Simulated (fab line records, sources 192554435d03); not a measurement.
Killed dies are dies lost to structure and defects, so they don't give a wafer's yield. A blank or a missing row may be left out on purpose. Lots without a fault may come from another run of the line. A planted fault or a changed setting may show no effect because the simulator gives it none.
Chamber matching | flow n5_finfet | N5_BEOL_M6_ETCH_72 on rie_diel-05: 4 sister chambers
The step etches underlayer in N2/H2, target depth 6.5 nm, time 5.2 s. 8 wafers are shown with their chamber, then 8 later ones without.

WAFERS WITH THEIR CHAMBER
wafer  | chamber | drypump_motor_current_A (A) | throttle_valve_pct (%)
L080.5 | 1       | 6.4                         | 18.07
L083.5 | 0       | 6.0                         | 17.50
L084.3 | 3       | 4.9                         | 17.96
L084.6 | 2       | 5.2                         | 17.34
L090.2 | 1       | 6.4                         | 18.08
L090.5 | 3       | 4.9                         | 17.98
L090.6 | 0       | 5.9                         | 17.54
L091.4 | 2       | 5.2                         | 17.42

WAFERS WITHOUT THEIR CHAMBER
wafer  | drypump_motor_current_A (A) | throttle_valve_pct (%)
L091.5 | 4.9                         | 17.96
L091.6 | 5.2                         | 17.38
L093.3 | 5.9                         | 17.56
L093.5 | 4.9                         | 18.00
L093.6 | 5.2                         | 17.43
L097.1 | 5.9                         | 17.56
L097.2 | 4.9                         | 18.02
L097.6 | 5.2                         | 17.39

WHICH CHAMBER EACH WENT THROUGH
wafer  | from the rows above | in truth
L091.5 | 3                   | 3
L091.6 | 2                   | 2
L093.3 | 0                   | 0
L093.5 | 3                   | 3
L093.6 | 2                   | 2
L097.1 | 0                   | 0
L097.2 | 3                   | 3
L097.6 | 2                   | 2
Placed correctly: 8 of 8. Can't be placed from these rows: 0. Placed wrongly: 0.
How it was worked out, from the rows above alone: a wafer's distance from a chamber is the root of the sum, over the readings, of the square of ((its reading less the chamber's mean) divided by the reading's scatter). The wafer belongs to the nearest chamber; if the next one is less than 2 further off, it can't be placed. A chamber's mean is the mean of its shown wafers. The scatter: the root of (the sum of the squares of (reading less its chamber's mean) over the shown wafers, divided by (wafers less chambers)).
